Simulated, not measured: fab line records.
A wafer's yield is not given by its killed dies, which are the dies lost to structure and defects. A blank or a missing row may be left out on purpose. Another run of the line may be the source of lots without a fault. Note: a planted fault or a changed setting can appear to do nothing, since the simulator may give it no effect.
Which of the tools did it? / flow n5 finfet / 27 wafers from 9 lots sampled at 5 of the route's 1938 steps

## WHAT THE GAUGES SHOWED, per wafer
N5_HKMG_FIN_CD_MEAS_49: target cd 202 nm. Usual: 202.1 nm for cd nm, sd 0.51.
lot=L878; measured=day 4 17:00; on=cd sem-03; cd nm (nm)=202.7 201.8 202.1; flag=
lot=L883; measured=day 6 03:35; on=cd sem-03; cd nm (nm)=202.4 201.7 201.6; flag=
lot=L889; measured=day 7 13:37; on=cd sem-03; cd nm (nm)=201.9 201.5 202.1; flag=
lot=L890; measured=day 7 21:20; on=cd sem-03; cd nm (nm)=202.9 202.9 202.5; flag=
lot=L891; measured=day 8 00:46; on=cd sem-02; cd nm (nm)=201.6 201.7 201.9; flag=
lot=L893; measured=day 8 11:34; on=cd sem-02; cd nm (nm)=202.0 202.2 203.1; flag=
lot=L896; measured=day 9 06:59; on=cd sem-01; cd nm (nm)=202.7 202.2 202.0; flag=
lot=L897; measured=day 9 16:14; on=cd sem-02; cd nm (nm)=202.0 202.3 202.1; flag=
lot=L898; measured=day 9 22:55; on=cd sem-02; cd nm (nm)=202.0 202.2 201.1; flag=

N5_BEOL_M4_RC_MEAS_101. Usual: DIBL_N 36.3 mV/V, standard deviation 1.2; DIBL_P 36.1 mV/V, standard deviation 1.6; EOT_N 10.52, standard deviation 0.069; EOT_P 10.47, standard deviation 0.08; IGATE_N 0.0128 nA/um, standard deviation 0.0015; IGATE_P 0.0039 nA/um, standard deviation 0.00047; IOFF_N 0.161 nA/um, standard deviation 0.023; IOFF_P 0.209 nA/um, standard deviation 0.027; IOFF_P_85C 3.6 nA/um, standard deviation 0.4; IOFF_P_LIN 0.100 nA/um, standard deviation 0.01; IOFF_P_LONG 0.000107 nA/um, standard deviation 9e-06; ION_N 676 uA/um, standard deviation 8.9; ION_P 462 uA/um, standard deviation 5.3; RC_DENSE_N 19.2 ohm.um, standard deviation 0.37; RC_N 15.6 ohm.um, standard deviation 0.31; RS_SD_N 28.5 ohm/sq, standard deviation 0.35; RS_SD_P 65.9 ohm/sq, standard deviation 0.86; SS_N 71.5 mV/dec, standard deviation 0.51; SS_P 73.2 mV/dec, standard deviation 0.5; VT_N 249.1 mV, standard deviation 2.5; VT_N_LVT 98.3 mV, standard deviation 2.4; VT_P -249.9 mV, standard deviation 2.8; VT_P_LONG -275.2 mV, standard deviation 2.9; VT_P_LVT -99.0 mV, standard deviation 2.4.
lot=L878; measured=day 8 14:11; on=prober-02; DIBL_N (mV/V)=35.7 34.9 34.4; DIBL_P (mV/V)=34.7 33.4 33.8; EOT_N=10.48 10.49 10.49; EOT_P=10.45 10.35 10.34; IGATE_N (nA/um)=0.0136 0.0139 0.0132; IGATE_P (nA/um)=0.0041 0.0042 0.0040; IOFF_N (nA/um)=0.146 0.125 0.125; IOFF_P (nA/um)=0.190 0.172 0.180; IOFF_P_85C (nA/um)=3.3 3.1 3.2; IOFF_P_LIN (nA/um)=0.095 0.089 0.092; IOFF_P_LONG (nA/um)=0.000102 0.000102 0.000108; ION_N (uA/um)=672 666 667; ION_P (uA/um)=463 457 464; RC_DENSE_N (ohm.um)=18.9 18.3 18.7; RC_N (ohm.um)=15.3 14.9 15.3; RS_SD_N (ohm/sq)=28.2 27.5 28.0; RS_SD_P (ohm/sq)=66.1 65.4 66.7; SS_N (mV/dec)=71.5 70.9 71.1; SS_P (mV/dec)=72.8 72.9 72.9; VT_N (mV)=252.3 252.6 252.0; VT_N_LVT (mV)=101.3 103.1 102.6; VT_P (mV)=-249.1 -253.1 -251.7; VT_P_LONG (mV)=-275.7 -275.0 -274.1; VT_P_LVT (mV)=-99.4 -100.8 -98.6; flag=
lot=L883; measured=day 9 14:19; on=prober-02; DIBL_N (mV/V)=36.9 37.7 36.9; DIBL_P (mV/V)=34.3 35.4 34.6; EOT_N=10.52 10.66 10.49; EOT_P=10.45 10.55 10.46; IGATE_N (nA/um)=0.0125 0.0109 0.0114; IGATE_P (nA/um)=0.0036 0.0032 0.0033; IOFF_N (nA/um)=0.153 0.170 0.166; IOFF_P (nA/um)=0.203 0.221 0.202; IOFF_P_85C (nA/um)=3.6 3.9 3.6; IOFF_P_LIN (nA/um)=0.101 0.107 0.099; IOFF_P_LONG (nA/um)=0.000107 0.000103 0.000103; ION_N (uA/um)=670 667 674; ION_P (uA/um)=467 462 459; RC_DENSE_N (ohm.um)=19.0 19.0 19.1; RC_N (ohm.um)=15.5 15.6 15.4; RS_SD_N (ohm/sq)=29.2 29.0 28.8; RS_SD_P (ohm/sq)=64.6 65.4 65.0; SS_N (mV/dec)=71.5 71.7 71.5; SS_P (mV/dec)=73.2 72.8 72.8; VT_N (mV)=249.4 247.7 250.3; VT_N_LVT (mV)=98.4 97.8 96.6; VT_P (mV)=-248.5 -248.0 -252.3; VT_P_LONG (mV)=-274.0 -273.5 -275.4; VT_P_LVT (mV)=-97.2 -96.3 -97.6; flag=
lot=L889; measured=day 11 15:14; on=prober-02; DIBL_N (mV/V)=33.7 34.3 33.3; DIBL_P (mV/V)=33.8 34.9 34.2; EOT_N=10.13 10.17 10.21; EOT_P=10.14 10.13 10.18; IGATE_N (nA/um)=0.0320 0.0295 0.0286; IGATE_P (nA/um)=0.0095 0.0089 0.0086; IOFF_N (nA/um)=0.124 0.133 0.121; IOFF_P (nA/um)=27.191 28.641 27.710; IOFF_P_85C (nA/um)=213.1 223.7 218.4; IOFF_P_LIN (nA/um)=12.831 13.266 13.052; IOFF_P_LONG (nA/um)=0.012766 0.012587 0.012723; ION_N (uA/um)=653 661 658; ION_P (uA/um)=636 635 634; RC_DENSE_N (ohm.um)=16.8 17.4 17.2; RC_N (ohm.um)=13.8 14.2 14.0; RS_SD_N (ohm/sq)=24.5 24.7 24.9; RS_SD_P (ohm/sq)=64.0 63.7 64.0; SS_N (mV/dec)=72.1 71.9 71.0; SS_P (mV/dec)=74.5 75.1 74.5; VT_N (mV)=253.6 255.6 255.8; VT_N_LVT (mV)=253.5 254.7 251.6; VT_P (mV)=-115.1 -114.7 -114.7; VT_P_LONG (mV)=-138.1 -139.5 -138.3; VT_P_LVT (mV)=-112.9 -112.1 -110.9; flag=OFF
lot=L890; measured=day 11 09:02; on=prober-02; DIBL_N (mV/V)=32.3 33.1 31.2; DIBL_P (mV/V)=33.2 33.9 31.5; EOT_N=10.07 10.22 10.05; EOT_P=10.12 10.14 10.16; IGATE_N (nA/um)=0.0306 0.0270 0.0300; IGATE_P (nA/um)=0.0090 0.0080 0.0088; IOFF_N (nA/um)=0.114 0.120 0.100; IOFF_P (nA/um)=29.199 30.000 25.617; IOFF_P_85C (nA/um)=228.1 233.8 202.0; IOFF_P_LIN (nA/um)=14.164 14.219 12.840; IOFF_P_LONG (nA/um)=0.01472 0.014724 0.014598; ION_N (uA/um)=663 659 652; ION_P (uA/um)=648 641 633; RC_DENSE_N (ohm.um)=17.0 16.9 16.7; RC_N (ohm.um)=13.8 13.6 13.8; RS_SD_N (ohm/sq)=25.4 25.4 25.2; RS_SD_P (ohm/sq)=63.6 62.8 63.7; SS_N (mV/dec)=72.0 72.0 71.0; SS_P (mV/dec)=73.5 74.3 73.5; VT_N (mV)=254.1 256.4 257.8; VT_N_LVT (mV)=253.9 253.0 256.8; VT_P (mV)=-112.0 -111.9 -113.9; VT_P_LONG (mV)=-134.4 -134.3 -133.6; VT_P_LVT (mV)=-108.5 -108.9 -110.7; flag=OFF
lot=L891; measured=day 11 16:43; on=prober-01; DIBL_N (mV/V)=34.2 35.4 35.4; DIBL_P (mV/V)=33.3 35.1 34.7; EOT_N=10.21 10.19 10.10; EOT_P=10.00 10.04 10.10; IGATE_N (nA/um)=0.0320 0.0278 0.0287; IGATE_P (nA/um)=0.0095 0.0083 0.0085; IOFF_N (nA/um)=0.114 0.140 0.134; IOFF_P (nA/um)=29.519 34.470 33.152; IOFF_P_85C (nA/um)=235.8 268.5 258.3; IOFF_P_LIN (nA/um)=14.210 15.655 15.243; IOFF_P_LONG (nA/um)=0.014909 0.014769 0.014802; ION_N (uA/um)=660 663 661; ION_P (uA/um)=642 633 648; RC_DENSE_N (ohm.um)=16.2 16.4 16.4; RC_N (ohm.um)=13.2 13.3 13.3; RS_SD_N (ohm/sq)=25.7 25.0 25.4; RS_SD_P (ohm/sq)=64.3 63.3 63.0; SS_N (mV/dec)=70.6 71.6 71.6; SS_P (mV/dec)=73.4 74.0 74.3; VT_N (mV)=256.2 254.5 252.5; VT_N_LVT (mV)=252.8 248.9 248.8; VT_P (mV)=-110.3 -108.3 -110.6; VT_P_LONG (mV)=-133.1 -133.7 -134.0; VT_P_LVT (mV)=-108.9 -106.1 -106.3; flag=OFF
lot=L893; measured=day 12 11:00; on=prober-02; DIBL_N (mV/V)=38.6 36.7 37.9; DIBL_P (mV/V)=37.3 34.8 36.1; EOT_N=10.55 10.61 10.42; EOT_P=10.53 10.50 10.44; IGATE_N (nA/um)=0.0109 0.0113 0.0143; IGATE_P (nA/um)=0.0032 0.0033 0.0042; IOFF_N (nA/um)=0.201 0.159 0.188; IOFF_P (nA/um)=0.248 0.206 0.235; IOFF_P_85C (nA/um)=4.2 3.7 4.1; IOFF_P_LIN (nA/um)=0.112 0.099 0.109; IOFF_P_LONG (nA/um)=0.000106 0.000104 0.000106; ION_N (uA/um)=679 669 688; ION_P (uA/um)=465 455 474; RC_DENSE_N (ohm.um)=19.2 19.6 19.7; RC_N (ohm.um)=15.5 16.0 16.2; RS_SD_N (ohm/sq)=28.2 28.8 28.7; RS_SD_P (ohm/sq)=66.3 65.6 64.7; SS_N (mV/dec)=72.6 71.6 71.8; SS_P (mV/dec)=73.9 73.2 73.5; VT_N (mV)=247.0 250.7 248.7; VT_N_LVT (mV)=97.3 101.7 97.0; VT_P (mV)=-248.7 -250.7 -246.2; VT_P_LONG (mV)=-274.0 -275.6 -276.5; VT_P_LVT (mV)=-98.1 -99.7 -98.1; flag=
lot=L896; measured=day 12 20:45; on=prober-02; DIBL_N (mV/V)=34.3 35.8 36.0; DIBL_P (mV/V)=35.7 36.9 37.6; EOT_N=10.48 10.51 10.61; EOT_P=10.35 10.38 10.42; IGATE_N (nA/um)=0.0125 0.0135 0.0131; IGATE_P (nA/um)=0.0039 0.0042 0.0041; IOFF_N (nA/um)=0.117 0.135 0.138; IOFF_P (nA/um)=0.192 0.214 0.222; IOFF_P_85C (nA/um)=3.5 3.8 3.9; IOFF_P_LIN (nA/um)=0.094 0.103 0.105; IOFF_P_LONG (nA/um)=0.000113 0.000112 0.000113; ION_N (uA/um)=663 666 673; ION_P (uA/um)=461 463 467; RC_DENSE_N (ohm.um)=19.6 19.1 19.1; RC_N (ohm.um)=16.0 15.7 15.5; RS_SD_N (ohm/sq)=28.0 28.3 28.3; RS_SD_P (ohm/sq)=66.2 67.9 66.6; SS_N (mV/dec)=71.9 71.0 71.6; SS_P (mV/dec)=72.9 73.7 73.1; VT_N (mV)=254.1 254.6 254.9; VT_N_LVT (mV)=103.9 102.7 103.6; VT_P (mV)=-252.3 -249.9 -250.0; VT_P_LONG (mV)=-274.2 -275.0 -273.3; VT_P_LVT (mV)=-101.2 -99.5 -98.6; flag=
lot=L897; measured=day 13 06:17; on=prober-01; DIBL_N (mV/V)=35.6 36.1 36.0; DIBL_P (mV/V)=36.5 37.8 37.2; EOT_N=10.56 10.58 10.49; EOT_P=10.39 10.38 10.37; IGATE_N (nA/um)=0.0123 0.0133 0.0134; IGATE_P (nA/um)=0.0037 0.0040 0.0040; IOFF_N (nA/um)=0.161 0.182 0.166; IOFF_P (nA/um)=0.215 0.238 0.222; IOFF_P_85C (nA/um)=3.7 4.0 3.8; IOFF_P_LIN (nA/um)=0.105 0.112 0.107; IOFF_P_LONG (nA/um)=0.000109 0.000108 0.000109; ION_N (uA/um)=666 681 677; ION_P (uA/um)=461 461 462; RC_DENSE_N (ohm.um)=18.5 19.1 18.9; RC_N (ohm.um)=15.2 15.4 15.4; RS_SD_N (ohm/sq)=28.7 28.7 28.2; RS_SD_P (ohm/sq)=65.3 66.2 66.1; SS_N (mV/dec)=71.9 71.8 72.7; SS_P (mV/dec)=73.0 73.9 73.7; VT_N (mV)=249.0 246.7 248.1; VT_N_LVT (mV)=101.0 99.6 100.4; VT_P (mV)=-250.2 -247.1 -251.9; VT_P_LONG (mV)=-273.5 -275.1 -275.2; VT_P_LVT (mV)=-101.2 -100.0 -100.4; flag=
lot=L898; measured=day 13 22:22; on=prober-01; DIBL_N (mV/V)=37.1 36.0 35.0; DIBL_P (mV/V)=36.4 35.6 34.3; EOT_N=10.43 10.46 10.48; EOT_P=10.48 10.38 10.42; IGATE_N (nA/um)=0.0158 0.0162 0.0173; IGATE_P (nA/um)=0.0048 0.0049 0.0053; IOFF_N (nA/um)=0.166 0.143 0.132; IOFF_P (nA/um)=0.217 0.202 0.178; IOFF_P_85C (nA/um)=3.9 3.6 3.3; IOFF_P_LIN (nA/um)=0.105 0.100 0.091; IOFF_P_LONG (nA/um)=0.000107 0.000109 0.000108; ION_N (uA/um)=679 674 662; ION_P (uA/um)=465 463 457; RC_DENSE_N (ohm.um)=19.1 19.1 19.1; RC_N (ohm.um)=15.6 15.6 15.6; RS_SD_N (ohm/sq)=28.2 28.1 27.9; RS_SD_P (ohm/sq)=65.5 65.0 65.0; SS_N (mV/dec)=71.8 71.9 71.6; SS_P (mV/dec)=73.3 73.1 73.4; VT_N (mV)=250.1 250.6 251.1; VT_N_LVT (mV)=99.1 101.8 101.7; VT_P (mV)=-246.2 -248.4 -248.6; VT_P_LONG (mV)=-276.3 -276.0 -274.2; VT_P_LVT (mV)=-99.3 -100.4 -101.9; flag=

## WHAT TOOL EACH LOT RAN ON (gives the tool, then ch and the chambers of the sampled wafers, and finally the start)
lot=L878; N5_HKMG_FIN_HK_ANNEAL_02=rtp anneal-01 ch 0, day 4 16:24; N5_HKMG_FIN_STRIP_60=plasma asher-01 ch 0,1, day 4 19:14; N5_HKMG_FIN_RTA_80=rtp anneal-01 ch 0, day 4 20:14
lot=L883; N5_HKMG_FIN_HK_ANNEAL_02=rtp anneal-01 ch 0, day 6 02:49; N5_HKMG_FIN_STRIP_60=plasma asher-01 ch 1, day 6 04:38; N5_HKMG_FIN_RTA_80=rtp anneal-02 ch 0, day 6 05:45
lot=L889; N5_HKMG_FIN_HK_ANNEAL_02=rtp anneal-02 ch 0, day 7 12:52; N5_HKMG_FIN_STRIP_60=plasma asher-02 ch 0,1, day 7 15:06; N5_HKMG_FIN_RTA_80=rtp anneal-02, day 7 16:05
lot=L890; N5_HKMG_FIN_HK_ANNEAL_02=rtp anneal-01 ch 0, day 7 20:35; N5_HKMG_FIN_STRIP_60=plasma asher-01 ch 0,1, day 7 22:18; N5_HKMG_FIN_RTA_80=rtp anneal-01, day 7 23:17
lot=L891; N5_HKMG_FIN_HK_ANNEAL_02=rtp anneal-02 ch 0, day 8 00:02; N5_HKMG_FIN_STRIP_60=plasma asher-01 ch 0,1, day 8 02:13; N5_HKMG_FIN_RTA_80=rtp anneal-01, day 8 03:14
lot=L893; N5_HKMG_FIN_HK_ANNEAL_02=rtp anneal-01 ch 0, day 8 10:49; N5_HKMG_FIN_STRIP_60=plasma asher-02 ch 0,1, day 8 12:39; N5_HKMG_FIN_RTA_80=rtp anneal-02 ch 0, day 8 13:34
lot=L896; N5_HKMG_FIN_HK_ANNEAL_02=rtp anneal-01 ch 0, day 9 06:22; N5_HKMG_FIN_STRIP_60=plasma asher-01 ch 0, day 9 08:10; N5_HKMG_FIN_RTA_80=rtp anneal-01 ch 0, day 9 09:14
lot=L897; N5_HKMG_FIN_HK_ANNEAL_02=rtp anneal-01 ch 0, day 9 15:36; N5_HKMG_FIN_STRIP_60=plasma asher-01 ch 0,1, day 9 17:12; N5_HKMG_FIN_RTA_80=rtp anneal-01 ch 0, day 9 18:11
lot=L898; N5_HKMG_FIN_HK_ANNEAL_02=rtp anneal-01 ch 0, day 9 22:11; N5_HKMG_FIN_STRIP_60=plasma asher-01 ch 0,1, day 9 23:53; N5_HKMG_FIN_RTA_80=rtp anneal-02 ch 0, day 10 00:53
- N5_HKMG_FIN_HK_ANNEAL_02: time 30 s.
- N5_HKMG_FIN_STRIP_60: strips in N2/H2, time 360 s.
- N5_HKMG_FIN_RTA_80: time 2 s.

## AS READ BY THE TOOLS THEMSELVES (means over the sampled wafers that have a number; for cases with no such wafer, the mark the record gives instead)
N5_HKMG_FIN_HK_ANNEAL_02. Usual: lamp power pct 8.80 %, standard deviation 0.056; lamp_zone_3_pct 8.797 %, standard deviation 0.01; wafer_temp_C_max 702.8, standard deviation 0.65.
lot=L878; tool=rtp anneal-01; lamp power pct (%)=8.74; lamp_zone_3_pct (%)=8.796; wafer_temp_C_max=703.4; flag=
lot=L883; tool=rtp anneal-01; lamp power pct (%)=8.70; lamp_zone_3_pct (%)=8.798; wafer_temp_C_max=702.2; flag=
lot=L889; tool=rtp anneal-02; lamp power pct (%)=8.80; lamp_zone_3_pct (%)=8.806; wafer_temp_C_max=702.7; flag=
lot=L890; tool=rtp anneal-01; lamp power pct (%)=8.82; lamp_zone_3_pct (%)=8.802; wafer_temp_C_max=702.2; flag=
lot=L891; tool=rtp anneal-02; lamp power pct (%)=8.78; lamp_zone_3_pct (%)=8.801; wafer_temp_C_max=703.0; flag=
lot=L893; tool=rtp anneal-01; lamp power pct (%)=8.80; lamp_zone_3_pct (%)=8.799; wafer_temp_C_max=702.9; flag=
lot=L896; tool=rtp anneal-01; lamp power pct (%)=8.86; lamp_zone_3_pct (%)=8.791; wafer_temp_C_max=702.8; flag=
lot=L897; tool=rtp anneal-01; lamp power pct (%)=8.73; lamp_zone_3_pct (%)=8.802; wafer_temp_C_max=703.0; flag=
lot=L898; tool=rtp anneal-01; lamp power pct (%)=8.76; lamp_zone_3_pct (%)=8.787; wafer_temp_C_max=702.5; flag=

N5_HKMG_FIN_STRIP_60. Usual: drypump motor current A 6.1 A, standard deviation 0.3; heater power w 436 W, standard deviation 23.
lot=L878; tool=plasma asher-01; drypump motor current A (A)=5.8; heater power w (W)=434; flag=
lot=L883; tool=plasma asher-01; drypump motor current A (A)=5.9; heater power w (W)=398; flag=
lot=L889; tool=plasma asher-02; drypump motor current A (A)=6.4; heater power w (W)=461; flag=
lot=L890; tool=plasma asher-01; drypump motor current A (A)=5.8; heater power w (W)=426; flag=
lot=L891; tool=plasma asher-01; drypump motor current A (A)=5.8; heater power w (W)=431; flag=
lot=L893; tool=plasma asher-02; drypump motor current A (A)=6.4; heater power w (W)=459; flag=
lot=L896; tool=plasma asher-01; drypump motor current A (A)=5.7; heater power w (W)=439; flag=
lot=L897; tool=plasma asher-01; drypump motor current A (A)=5.8; heater power w (W)=412; flag=
lot=L898; tool=plasma asher-01; drypump motor current A (A)=5.8; heater power w (W)=426; flag=

## THE ANSWER, worked out from the rows above alone
Rule: take the mean of a lot's wafers that have a number; if it is more than 3 standard deviations from the usual mean, the lot is off. Also off: a lot with no number at a reading for which 4 or more lots have one. Where the step has rows for the other lots, those lots are counted as sound. First the gauges in route order, then the tools' own readings, where a lot's mean is used as printed above. The first step at which some lot is off is used, and at that step the reading that is off furthest; a lot without a number counts as furthest.
Off: L889, L890, L891, seen at N5_BEOL_M4_RC_MEAS_101 (IOFF_P_LONG).
A tool fits if, at a process step before that reading, it ran every lot that is off, and no sound lot after the first of them. The gauges at N5_BEOL_M4_RC_MEAS_101 are tried like those tools. None of those tried fits.

## WHAT HAD BEEN PUT IN BY THE SIMULATOR
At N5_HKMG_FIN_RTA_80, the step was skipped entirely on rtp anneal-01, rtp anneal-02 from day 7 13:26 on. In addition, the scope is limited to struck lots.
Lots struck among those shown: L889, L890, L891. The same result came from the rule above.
